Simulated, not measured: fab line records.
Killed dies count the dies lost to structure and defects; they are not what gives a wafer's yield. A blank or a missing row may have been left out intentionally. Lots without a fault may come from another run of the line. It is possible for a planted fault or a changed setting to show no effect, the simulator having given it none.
Which tool did it? | flow n5Finfet | 21 wafers from 7 lots sampled at 7 of the route's 1938 steps

WHAT EACH GAUGE READ, for each wafer
N5_BEOL_M8_CD_MEAS_11: the cd target is 38.5 nm.
lot  | measured     | on       | cdNm (nm)
L599 | day 9 15:48  | cdSem-03 | 39.9 38.2 39.1
L603 | day 11 12:32 | cdSem-01 | 38.8 39.7 37.6
L608 | day 12 10:55 | cdSem-02 | 38.2 39.9 37.5
L615 | day 14 03:50 | cdSem-03 | 32.5 27.7 33.1
L618 | day 14 21:31 | cdSem-02 | 38.6 39.4 38.0
L621 | day 15 14:31 | cdSem-03 | 39.6 38.1 38.5
L620 | day 15 16:04 | cdSem-02 | 38.0 38.8 38.7

N5_BEOL_M8_CD_MEAS_18: pitch 80 nm, target cd 40 nm.
lot  | measured     | on       | cdNm (nm)
L599 | day 9 16:22  | cdSem-03 | 41.3 40.1 40.3
L603 | day 11 13:10 | cdSem-02 | 40.6 42.2 39.3
L608 | day 12 11:35 | cdSem-03 | 39.8 40.9 39.0
L615 | day 14 04:44 | cdSem-01 | 33.8 29.8 35.0
L618 | day 14 22:10 | cdSem-03 | 40.5 40.4 40.1
L621 | day 15 15:08 | cdSem-01 | 40.1 39.3 40.3
L620 | day 15 16:38 | cdSem-03 | 40.7 41.4 40.6

N5_BEOL_M15_RC_MEAS_101.
lot  | measured     | on        | COMB_M10 (S/m)          | COMB_M11 (S/m)          | COMB_M12 (S/m)          | COMB_M13 (S/m)          | COMB_M14 (S/m)          | COMB_M15 (S/m)          | COMB_M5 (S/m)           | COMB_M6 (S/m)           | COMB_M7 (S/m)           | COMB_M9 (S/m)           | SERP_M10 (ohm/um) | SERP_M11 (ohm/um) | SERP_M12 (ohm/um) | SERP_M13 (ohm/um) | SERP_M5 (ohm/um) | SERP_M6 (ohm/um) | SERP_M7 (ohm/um) | SERP_M8 (ohm/um) | SERP_M8_max_site (ohm/um) | SERP_M9 (ohm/um)
L599 | day 12 03:21 | prober-02 | 1.5e-11 1.9e-11 1.8e-11 | 1.7e-11 1.4e-11 1.6e-11 | 7.5e-12 8e-12 7.2e-12   | 5.7e-12 4.4e-12 4e-12   | 6e-12 4.1e-12 3.7e-12   | 3.2e-12 3.1e-12 2.7e-12 | 2.8e-11 3.3e-11 4.4e-11 | 2.4e-11 2.2e-11 3e-11   | 2.8e-11 2.2e-11 2.4e-11 | 2e-11 1.4e-11 1.7e-11   | 2.84 2.89 3.04    | 3.15 3.24 3.07    | 0.634 0.652 0.660 | 0.314 0.303 0.318 | 37.3 40.5 39.2   | 13.0 13.1 13.7   | 14.4 14.4 14.8   | 12.8 13.0 13.4   | 13.5 13.1 13.9            | 2.86 3.07 2.94
L603 | day 13 16:16 | prober-02 | 1.1e-11 1.5e-11 1e-11   | 1.3e-11 1.4e-11 1.4e-11 | 6.9e-12 4.6e-12 5.2e-12 | 5.6e-12 4.4e-12 4.8e-12 | 4.2e-12 4.2e-12 3.6e-12 | 3.2e-12 2.7e-12 2.5e-12 | 3.4e-11 3.5e-11 3e-11   | 1.9e-11 1.7e-11 2.5e-11 | 3.1e-11 2.2e-11 2.5e-11 | 1.3e-11 1.9e-11 1.7e-11 | 3.02 2.89 2.85    | 3.19 3.25 2.98    | 0.653 0.613 0.630 | 0.314 0.303 0.312 | 38.9 39.6 40.1   | 14.8 12.6 12.5   | 14.3 13.9 13.9   | 13.0 12.8 14.2   | 13.4 13.3 14.6            | 3.15 3.15 3.23
L608 | day 14 13:37 | prober-01 | 1.5e-11 1e-11 1.4e-11   | 1.1e-11 1.3e-11 1.1e-11 | 5.4e-12 6.3e-12 5.8e-12 | 5.9e-12 6.2e-12 4.7e-12 | 3e-12 1.9e-12 3.6e-12   | 1.9e-12 1.7e-12 9e-13   | 2.5e-11 2.4e-11 3.9e-11 | 2.6e-11 2e-11 2.4e-11   | 2.5e-11 3.2e-11 2.2e-11 | 1.3e-11 1.2e-11 9e-12   | 3.01 3.11 3.29    | 3.14 3.01 3.19    | 0.623 0.623 0.631 | 0.315 0.311 0.319 | 38.8 35.3 36.6   | 11.9 13.2 13.0   | 13.1 13.1 13.1   | 13.9 13.2 14.3   | 14.5 13.8 15.0            | 3.08 3.06 3.05
L615 | day 16 11:20 | prober-02 | 1.5e-11 1.3e-11 1.3e-11 | 1.4e-11 1.8e-11 2e-11   | 6.5e-12 7.1e-12 7.3e-12 | 4.8e-12 5.9e-12 4.5e-12 | 3.2e-12 4.9e-12 3.2e-12 | 2.8e-12 3.1e-12 3.5e-12 | 3.9e-11 4.3e-11 3.4e-11 | 2e-11 2e-11 2.1e-11     | 2.1e-11 2.3e-11 2.6e-11 | 1.7e-11 1.4e-11 1.5e-11 | 2.89 3.01 2.87    | 3.05 3.15 3.11    | 0.650 0.651 0.603 | 0.302 0.319 0.303 | 37.6 42.1 40.8   | 13.5 12.4 13.3   | 14.2 13.7 13.4   | 18.8 23.2 18.3   | 19.5 24.2 20.8            | 3.24 3.01 3.14
L618 | day 17 05:34 | prober-02 | 1.6e-11 2.1e-11 1.5e-11 | 2.1e-11 1.3e-11 1.3e-11 | 6e-12 6.7e-12 9.6e-12   | 6.2e-12 6.1e-12 5.1e-12 | 4.6e-12 3.8e-12 2.9e-12 | 3.1e-12 2.8e-12 4.4e-12 | 3e-11 2.5e-11 4.7e-11   | 1.8e-11 2.1e-11 1.9e-11 | 3.5e-11 2.4e-11 2.5e-11 | 1.1e-11 1.4e-11 1.8e-11 | 3.04 3.18 3.17    | 3.21 3.15 3.15    | 0.636 0.616 0.616 | 0.315 0.311 0.305 | 41.9 38.4 40.4   | 15.4 14.6 14.3   | 14.7 13.3 14.3   | 13.9 12.8 14.3   | 14.4 13.1 15.2            | 3.14 3.11 3.16
L621 | day 18 04:22 | prober-02 | 1.6e-11 1.7e-11 1.6e-11 | 1.2e-11 1.5e-11 1.5e-11 | 8.5e-12 6.8e-12 5.7e-12 | 5.5e-12 6e-12 6.9e-12   | 2.6e-12 2.9e-12 2.8e-12 | 3e-12 2.2e-12 3.4e-12   | 4.3e-11 3.4e-11 3.8e-11 | 2.4e-11 2.3e-11 2.5e-11 | 2.5e-11 2.8e-11 2.4e-11 | 1.2e-11 1e-11 1.2e-11   | 3.10 2.91 3.08    | 3.01 3.16 3.23    | 0.618 0.645 0.599 | 0.322 0.314 0.312 | 38.2 40.1 35.9   | 13.7 13.6 14.2   | 13.0 13.7 12.9   | 14.0 13.5 14.0   | 14.7 14.0 14.4            | 2.94 2.93 3.00
L620 | day 17 23:19 | prober-02 | 1.6e-11 1.1e-11 1.1e-11 | 1.4e-11 1.5e-11 1.7e-11 | 5e-12 5.8e-12 6.1e-12   | 4.9e-12 5.1e-12 6.3e-12 | 3.4e-12 4.2e-12 4.4e-12 | 2.9e-12 3.8e-12 2.1e-12 | 3.6e-11 4e-11 4.2e-11   | 2.5e-11 2.5e-11 2.1e-11 | 3.4e-11 2.9e-11 4.2e-11 | 1.5e-11 1.7e-11 1e-11   | 3.13 2.99 3.06    | 2.96 3.13 3.03    | 0.633 0.610 0.660 | 0.308 0.311 0.310 | 36.4 38.7 39.2   | 13.2 13.1 14.2   | 15.7 13.7 15.0   | 13.0 13.4 12.8   | 13.4 14.1 13.5            | 3.09 3.19 3.11

EACH LOT AND THE TOOL THAT RAN IT (in order: tool; ch and the chambers of the sampled wafers; start)
lot  | N5_BEOL_M8_HM_DEP_02        | N5_BEOL_M8_EXPOSE_08              | N5_BEOL_M8_DESCUM_16              | N5_BEOL_M8_STRIP_67
L599 | pvdSputter-02, day 9 15:26  | arfiScanner-02 ch 0, day 9 15:41  | rieDiel-06 ch 0,3, day 9 15:53    | rieDiel-06 ch 0,3, day 9 16:08
L603 | pvdSputter-01, day 11 12:10 | arfiScanner-01 ch 0, day 11 12:25 | rieDiel-06 ch 1,2, day 11 12:38   | rieDiel-06 ch 1,2, day 11 12:52
L608 | pvdSputter-01, day 12 10:32 | arfiScanner-01 ch 0, day 12 10:47 | rieDiel-04 ch 0,1,3, day 12 11:01 | rieDiel-04 ch 0,1,3, day 12 11:15
L615 | pvdSputter-03, day 14 03:27 | arfiScanner-01 ch 0, day 14 03:43 | rieDiel-01 ch 2,3, day 14 04:10   | rieDiel-01 ch 2,3, day 14 04:23
L618 | pvdSputter-01, day 14 20:59 | arfiScanner-02 ch 0, day 14 21:23 | rieDiel-01 ch 0,3, day 14 21:37   | rieDiel-01 ch 0,3, day 14 21:51
L621 | pvdSputter-01, day 15 14:01 | arfiScanner-03 ch 0, day 15 14:23 | rieDiel-04 ch 0,1,3, day 15 14:37 | rieDiel-04 ch 0,1,3, day 15 14:51
L620 | pvdSputter-03, day 15 15:33 | arfiScanner-02 ch 0, day 15 15:56 | rieDiel-06 ch 1,2, day 15 16:08   | rieDiel-06 ch 1,2, day 15 16:23
- N5_BEOL_M8_HM_DEP_02: deposits TiN, target thk 20 nm.
- N5_BEOL_M8_EXPOSE_08: exposes mask M8.
- N5_BEOL_M8_DESCUM_16: chemistry O2, time 7.9 s.
- N5_BEOL_M8_STRIP_67: strips in CF4.

WHAT THE TOOLS THEMSELVES READ (means of the sampled wafers that have a number; where no wafer has one, the mark that the record gives instead)
N5_BEOL_M8_HM_DEP_02.
lot  | tool          | chamberPressurePa (Pa) | throttleValvePct (%)
L599 | pvdSputter-02 | 0.4994                 | 29.2
L603 | pvdSputter-01 | 0.4998                 | 29.3
L608 | pvdSputter-01 | 0.5001                 | 29.9
L615 | pvdSputter-03 | 0.4998                 | 30.1
L618 | pvdSputter-01 | 0.4991                 | 29.4
L621 | pvdSputter-01 | 0.4998                 | 29.8
L620 | pvdSputter-03 | 0.5000                 | 30.3

N5_BEOL_M8_EXPOSE_08.
lot  | tool           | exposureDoseMJCm2
L599 | arfiScanner-02 | 68.2
L603 | arfiScanner-01 | 69.4
L608 | arfiScanner-01 | 69.4
L615 | arfiScanner-01 | 69.4
L618 | arfiScanner-02 | 68.2
L621 | arfiScanner-03 | 68.2
L620 | arfiScanner-02 | 68.2

N5_BEOL_M8_DESCUM_16.
lot  | tool       | drypumpMotorCurrentA (A) | oesProductAu (a.u.) | rfVppV (V) | showerheadPlenumPTorr (Torr) | throttleValvePct (%)
L599 | rieDiel-06 | 5.1                      | 0.83                | 242.7      | 2.08                         | 20.34
L603 | rieDiel-06 | 6.2                      | 0.83                | 244.5      | 2.18                         | 20.31
L608 | rieDiel-04 | 5.6                      | 0.80                | 242.0      | 2.05                         | 20.35
L615 | rieDiel-01 | 5.9                      | 0.86                | 242.6      | 2.03                         | 20.05
L618 | rieDiel-01 | 5.8                      | 0.85                | 242.6      | 2.08                         | 20.08
L621 | rieDiel-04 | 5.7                      | 0.78                | 242.2      | 2.04                         | 20.39
L620 | rieDiel-06 | 6.0                      | 0.78                | 244.0      | 2.13                         | 20.28

N5_BEOL_M8_STRIP_67.
lot  | tool       | drypumpMotorCurrentA (A) | oesProductAu (a.u.) | rfVppV (V) | showerheadPlenumPTorr (Torr) | throttleValvePct (%)
L599 | rieDiel-06 | 5.1                      | 0.81                | 270.0      | 1.79                         | 13.55
L603 | rieDiel-06 | 6.1                      | 0.84                | 273.1      | 1.87                         | 13.44
L608 | rieDiel-04 | 5.6                      | 0.81                | 270.9      | 1.75                         | 13.47
L615 | rieDiel-01 | 6.0                      | 0.87                | 270.7      | 1.76                         | 13.36
L618 | rieDiel-01 | 5.8                      | 0.85                | 270.3      | 1.80                         | 13.40
L621 | rieDiel-04 | 5.6                      | 0.78                | 270.3      | 1.75                         | 13.51
L620 | rieDiel-06 | 5.9                      | 0.79                | 272.1      | 1.83                         | 13.55

THE ANSWER, worked out from the rows above alone
Rule: what is usual is taken from the lots themselves. The widest of any qualifying gaps counts: lots, ordered by their means at a reading, are off when they make up no more than a third of the lots, leave a main group of 4 or more, and stand apart from it by 3 or more times the standard deviation of that group's means. A main group is skipped when, at the precision printed for the reading in the tables above, its means are all equal. Also off: a lot with no number at a reading for which 4 or more lots have one. Any other lot the step has rows for is counted as sound. First the gauges in route order, then the tools' own readings, where a lot's mean is used as printed above. At the first step where some lot is off, the reading lying furthest off is the one used; lots without a number count as furthest.
Off: L615, at N5_BEOL_M8_CD_MEAS_11 (cdNm). The main group: mean 38.7 nm, standard deviation 0.18.
A tool fits if, at a process step before that reading, it ran every lot that is off, and no sound lot after the first of them. Not tried: the gauges at N5_BEOL_M8_CD_MEAS_11; whatever is off there is also off at N5_BEOL_M8_CD_MEAS_18, on other tools, and gauge error can't account for it. One fits: N5_BEOL_M8_EXPOSE_08 on arfiScanner-01. Its last sound lot is L608 (day 12 10:47), its first lot that is off L615 (day 14 03:43): a fault that began between those two fits.

WHAT THE SIMULATOR PUT IN
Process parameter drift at N5_BEOL_M8_EXPOSE_08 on arfiScanner-01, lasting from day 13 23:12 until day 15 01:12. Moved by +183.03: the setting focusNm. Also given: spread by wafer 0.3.
Shown lots that were struck: L615. This agrees with what the rule above found.
